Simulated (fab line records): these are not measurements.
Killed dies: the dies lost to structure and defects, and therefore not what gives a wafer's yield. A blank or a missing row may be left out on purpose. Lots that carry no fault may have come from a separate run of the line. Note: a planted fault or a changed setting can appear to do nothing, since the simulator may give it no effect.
Which of the tools did it? ; flow nand harc ; 72 wafers from 24 lots sampled at 4 of the route's 1302 steps

WHAT THE GAUGES SHOWED, per wafer
NHARC_A_SLIT_OVL_MEAS_10. Usual: overlay x nm 0.0 nm, standard deviation 0.85; overlay y nm -0.1 nm, standard deviation 0.83.
lot;measured;on;overlay x nm (nm);overlay y nm (nm);flag
L074;day 20 11:13;overlay-01;0.4 0.3 0.5;-1.6 -1.7 -1.2;
L076;day 20 11:22;overlay-01;-0.4 -0.1 -0.6;0.1 -0.4 -0.7;
L075;day 20 12:31;overlay-01;0.3 0.1 0.4;-0.4 -0.7 -0.4;
L077;day 20 22:52;overlay-02;1.4 1.2 1.4;0.0 0.1 0.2;
L078;day 21 18:20;overlay-01;0.0 0.4 -0.1;0.8 0.1 0.2;
L079;day 21 23:30;overlay-01;-1.5 -1.7 -1.2;-0.5 -0.2 -0.2;
L080;day 23 00:08;overlay-02;0.0 -0.1 -0.1;-0.1 0.0 0.4;
L081;day 23 14:13;overlay-01;0.0 -0.2 -0.6;1.1 0.5 0.5;
L084;day 23 22:17;overlay-01;0.2 0.5 0.6;-0.2 0.0 0.0;
L082;day 23 20:35;overlay-02;0.1 -0.2 0.2;-0.1 0.5 1.1;
L083;day 23 22:16;overlay-02;-0.5 -0.3 0.4;-0.6 -0.8 -0.7;
L086;day 24 08:30;overlay-01;0.8 1.1 1.0;-0.4 0.0 -0.1;
L085;day 24 18:49;overlay-01;0.4 0.6 0.3;-1.4 -1.2 -1.6;
L087;day 24 18:19;overlay-01;-1.4 -1.5 -0.8;0.6 -0.3 -0.5;
L088;day 26 05:53;overlay-01;-0.2 -0.7 -0.2;-0.9 -0.1 -1.0;
L089;day 26 06:04;overlay-02;0.0 -0.5 -0.4;-0.1 -0.2 0.0;
L091;day 26 21:53;overlay-01;0.2 1.9 1.2;-0.5 0.5 0.6;
L090;day 26 22:13;overlay-02;-2.3 -2.1 -2.2;1.1 1.3 0.6;
L092;day 27 09:05;overlay-02;1.6 1.5 1.2;-0.1 -0.5 0.3;
L093;day 28 08:26;overlay-02;-0.2 -0.4 0.1;-0.9 -0.9 -1.1;
L094;day 28 11:31;overlay-02;-0.1 0.0 0.1;-2.3 -1.6 -1.1;
L095;day 29 03:05;overlay-02;-0.1 -0.6 -0.7;0.4 0.3 0.2;
L096;day 29 00:29;overlay-01;0.5 0.4 0.5;1.8 2.2 2.4;
L097;day 29 19:11;overlay-02;0.4 0.0 0.3;-1.6 -0.9 -0.7;

EACH LOT AND THE TOOL THAT RAN IT (in order: tool; ch and the chambers of the sampled wafers; start)
lot;NHARC_A_STAIRCASE_STRIP_446;NHARC_A_SGD_CUT_ETCH_15;NHARC_A_SGD_CUT_STRIP_17
L074;plasma asher-01 ch 0,1, day 19 17:32;rie diel-09 ch 0,1,3, day 20 11:13 or earlier;rie diel-09 ch 0,1,2, day 20 11:13 or earlier
L076;plasma asher-02 ch 0,1, day 19 21:24;rie diel-12 ch 1,2, day 20 11:22 or earlier;rie diel-12 ch 0,1, day 20 11:22 or earlier
L075;plasma asher-02 ch 0,1, day 19 22:12;rie diel-10 ch 0,1, day 20 12:31 or earlier;rie diel-10 ch 0,1, day 20 12:31 or earlier
L077;plasma asher-01 ch 0,1, day 20 07:28;rie diel-10 ch 0,1,3, day 20 22:52 or earlier;rie diel-10 ch 0,2,3, day 20 22:52 or earlier
L078;plasma asher-02 ch 0,1, day 20 21:47;rie diel-09 ch 0,1,3, day 21 18:20 or earlier;rie diel-09 ch 0,2,3, day 21 18:20 or earlier
L079;plasma asher-02 ch 0,1, day 21 07:53;rie diel-10 ch 0,1,3, day 21 23:30 or earlier;rie diel-10 ch 1,2,3, day 21 23:30 or earlier
L080;plasma asher-02 ch 0,1, day 22 07:50;rie diel-12 ch 0,1,3, day 23 00:08 or earlier;rie diel-12 ch 0,1, day 23 00:08 or earlier
L081;plasma asher-02 ch 0,1, day 22 20:47;rie diel-12 ch 0,2,3, day 23 14:13 or earlier;rie diel-12 ch 0,2, day 23 14:13 or earlier
L084;plasma asher-01 ch 0,1, day 23 04:41;rie diel-09 ch 2,3, day 23 22:17 or earlier;rie diel-09 ch 0,2,3, day 23 22:17 or earlier
L082;plasma asher-02 ch 0,1, day 23 04:47;rie diel-12 ch 2,3, day 23 20:35 or earlier;rie diel-12 ch 1,2,3, day 23 20:35 or earlier
L083;plasma asher-01 ch 0,1, day 23 07:39;rie diel-10 ch 0,1,2, day 23 22:16 or earlier;rie diel-10 ch 1,2,3, day 23 22:16 or earlier
L086;plasma asher-01 ch 0,1, day 23 16:05;rie diel-10 ch 1,2,3, day 24 08:30 or earlier;rie diel-10 ch 1,2,3, day 24 08:30 or earlier
L085;plasma asher-01 ch 0,1, day 24 02:03;rie diel-10 ch 0,2,3, day 24 18:49 or earlier;rie diel-10 ch 0,1,3, day 24 18:49 or earlier
L087;plasma asher-01 ch 0,1, day 24 02:46;rie diel-09 ch 0,2,3, day 24 18:19 or earlier;rie diel-09 ch 0,1,3, day 24 18:19 or earlier
L088;plasma asher-01 ch 0,1, day 25 12:38;rie diel-09 ch 1,2, day 26 05:53 or earlier;rie diel-09 ch 0,1,3, day 26 05:53 or earlier
L089;plasma asher-02 ch 0,1, day 25 12:59;rie diel-12 ch 0,1, day 26 06:04 or earlier;rie diel-12 ch 0,2, day 26 06:04 or earlier
L091;plasma asher-01 ch 0,1, day 25 23:38;rie diel-09 ch 1,2,3, day 26 21:53 or earlier;rie diel-09 ch 1,2,3, day 26 21:53 or earlier
L090;plasma asher-02 ch 0,1, day 25 23:47;rie diel-09 ch 0,2,3, day 26 22:13 or earlier;rie diel-09 ch 0,1,3, day 26 22:13 or earlier
L092;plasma asher-01 ch 1, day 26 11:38;rie diel-09 ch 1,2, day 27 09:05 or earlier;rie diel-09 ch 1,3, day 27 09:05 or earlier
L093;plasma asher-01 ch 0,1, day 27 15:44;rie diel-09 ch 1,2,3, day 28 08:26 or earlier;rie diel-09 ch 0,1,2, day 28 08:26 or earlier
L094;plasma asher-02 ch 0,1, day 27 19:23;rie diel-10 ch 1,2, day 28 11:31 or earlier;rie diel-10 ch 0,1,2, day 28 11:31 or earlier
L095;plasma asher-01 ch 0,1, day 28 06:29;rie diel-12 ch 0,1,2, day 29 03:05 or earlier;rie diel-12 ch 0,2,3, day 29 03:05 or earlier
L096;plasma asher-02 ch 0,1, day 28 06:35;rie diel-09 ch 0,2, day 29 00:29 or earlier;rie diel-09 ch 1,2, day 29 00:29 or earlier
L097;plasma asher-02 ch 0,1, day 29 03:10;rie diel-12 ch 0,1,2, day 29 19:11 or earlier;rie diel-12 ch 0,1,2, day 29 19:11 or earlier
- NHARC_A_STAIRCASE_STRIP_446: strips in O2.
- NHARC_A_SGD_CUT_ETCH_15: etches the open film in CH3F/O2, target depth 75 nm, time 64.3 s.
- NHARC_A_SGD_CUT_STRIP_17: strips in O2.

WHAT THE TOOLS THEMSELVES READ (means of the sampled wafers that have a number; where no wafer has one, the mark that the record gives instead)
NHARC_A_STAIRCASE_STRIP_446. Usual: drypump motor current A 5.6 A, standard deviation 0.47; heater power w 383 W, standard deviation 40; temp c 249.99 C, standard deviation 0.17.
lot;tool;drypump motor current A (A);heater power w (W);temp c (C);flag
L074;plasma asher-01;6.0;352;249.62;
L076;plasma asher-02;5.2;413;249.93;
L075;plasma asher-02;5.2;416;249.91;
L077;plasma asher-01;6.0;368;250.10;
L078;plasma asher-02;5.2;407;250.00;
L079;plasma asher-02;5.1;415;249.94;
L080;plasma asher-02;5.1;419;250.11;
L081;plasma asher-02;5.1;418;250.04;
L084;plasma asher-01;6.0;372;249.97;
L082;plasma asher-02;5.1;412;249.96;
L083;plasma asher-01;6.0;369;250.02;
L086;plasma asher-01;6.1;342;249.79;
L085;plasma asher-01;6.0;371;250.26;
L087;plasma asher-01;6.0;346;249.92;
L088;plasma asher-01;6.0;369;250.14;
L089;plasma asher-02;5.2;410;249.98;
L091;plasma asher-01;6.0;368;249.99;
L090;plasma asher-02;5.2;413;250.00;
L092;plasma asher-01;5.9;403;249.93;
L093;plasma asher-01;6.0;340;250.16;
L094;plasma asher-02;5.2;389;249.97;
L095;plasma asher-01;6.0;372;250.07;
L096;plasma asher-02;5.1;411;249.99;
L097;plasma asher-02;5.1;415;250.01;

NHARC_A_SGD_CUT_ETCH_15. Usual: drypump motor current A 5.7 A, standard deviation 0.51; oes product au 0.954 a.u., standard deviation 0.021; rf vpp V 263.9 V, standard deviation 1.4; showerhead plenum p Torr 2.47 Torr, standard deviation 0.084; throttle valve pct 20.661 %, standard deviation 0.0086.
lot;tool;drypump motor current A (A);oes product au (a.u.);rf vpp V (V);showerhead plenum p Torr (Torr);throttle valve pct (%);flag
L074;rie diel-09;5.7;0.960;264.3;2.49;20.648;
L076;rie diel-12;6.2;0.983;262.7;2.41;20.673;
L075;rie diel-10;5.7;0.977;262.9;2.40;20.668;
L077;rie diel-10;5.7;0.967;263.4;2.39;20.666;
L078;rie diel-09;5.6;0.957;264.0;2.49;20.658;
L079;rie diel-10;5.7;0.966;262.5;2.39;20.662;
L080;rie diel-12;5.9;0.968;263.1;2.48;20.659;
L081;rie diel-12;5.9;0.926;264.3;2.46;20.669;
L084;rie diel-09;5.0;0.946;263.7;2.46;20.669;
L082;rie diel-12;6.3;0.949;263.4;2.40;20.666;
L083;rie diel-10;5.5;0.967;263.9;2.46;20.663;
L086;rie diel-10;5.4;0.969;264.8;2.45;20.659;
L085;rie diel-10;5.8;0.964;263.6;2.45;20.661;
L087;rie diel-09;5.3;0.941;264.7;2.47;20.663;
L088;rie diel-09;6.0;0.921;265.4;2.59;20.660;
L089;rie diel-12;5.5;0.973;264.5;2.50;20.663;
L091;rie diel-09;5.5;0.923;264.6;2.52;20.662;
L090;rie diel-09;5.3;0.920;263.3;2.47;20.656;
L092;rie diel-09;5.6;0.957;265.7;2.57;20.653;
L093;rie diel-09;5.5;0.964;264.8;2.52;20.661;
L094;rie diel-10;5.2;0.965;264.2;2.52;20.656;
L095;rie diel-12;5.8;0.925;263.7;2.44;20.659;
L096;rie diel-09;5.6;0.944;264.2;2.47;20.663;
L097;rie diel-12;5.8;0.983;263.2;2.44;20.658;

NHARC_A_SGD_CUT_STRIP_17. Usual: drypump motor current A 5.7 A, standard deviation 0.52; oes product au 0.999 a.u., standard deviation 0.01; rf vpp V 57.8 V, standard deviation 0.89; showerhead plenum p Torr 3.55 Torr, standard deviation 0.11; throttle valve pct 17.037 %, standard deviation 0.0087.
lot;tool;drypump motor current A (A);oes product au (a.u.);rf vpp V (V);showerhead plenum p Torr (Torr);throttle valve pct (%);flag
L074;rie diel-09;5.8;0.996;58.3;3.64;17.044;
L076;rie diel-12;5.8;1.005;58.1;3.54;17.045;
L075;rie diel-10;5.4;1.004;57.0;3.44;17.031;
L077;rie diel-10;5.8;0.999;58.8;3.53;17.036;
L078;rie diel-09;5.3;0.992;58.1;3.55;17.041;
L079;rie diel-10;5.4;0.987;58.1;3.52;17.035;
L080;rie diel-12;5.8;1.007;57.8;3.54;17.038;
L081;rie diel-12;5.5;1.003;57.8;3.55;17.043;
L084;rie diel-09;5.3;0.996;58.4;3.54;17.045;
L082;rie diel-12;6.3;1.009;56.7;3.48;17.035;
L083;rie diel-10;5.5;1.003;57.9;3.52;17.038;
L086;rie diel-10;5.4;0.988;57.7;3.52;17.044;
L085;rie diel-10;5.7;0.988;57.7;3.43;17.019;
L087;rie diel-09;5.6;1.002;57.5;3.56;17.036;
L088;rie diel-09;5.6;0.993;58.1;3.56;17.048;
L089;rie diel-12;5.5;1.009;57.9;3.55;17.044;
L091;rie diel-09;5.5;1.001;58.3;3.62;17.040;
L090;rie diel-09;5.6;0.999;57.0;3.56;17.039;
L092;rie diel-09;5.4;0.993;57.2;3.56;17.032;
L093;rie diel-09;5.8;0.995;58.5;3.63;17.032;
L094;rie diel-10;5.5;0.978;58.1;3.52;17.039;
L095;rie diel-12;5.9;1.010;57.9;3.53;17.026;
L096;rie diel-09;5.6;1.007;58.6;3.69;17.028;
L097;rie diel-12;5.8;1.008;57.4;3.50;17.030;

THE ANSWER, worked out from the rows above alone
Rule: take the mean of a lot's wafers that have a number; if it is more than 3 standard deviations from the usual mean, the lot is off. Also off: a lot with no number at a reading for which 4 or more lots have one. Any other lot the step has rows for is counted as sound. Order of review: gauges by route order, followed by the tools' own readings, for which a lot's mean as printed above is used. The first step at which some lot is off is used, and at that step the reading that is off furthest; a lot without a number counts as furthest.
No lot is off at any reading shown: from this, nothing can be told.

WHAT THE SIMULATOR HAD PUT IN
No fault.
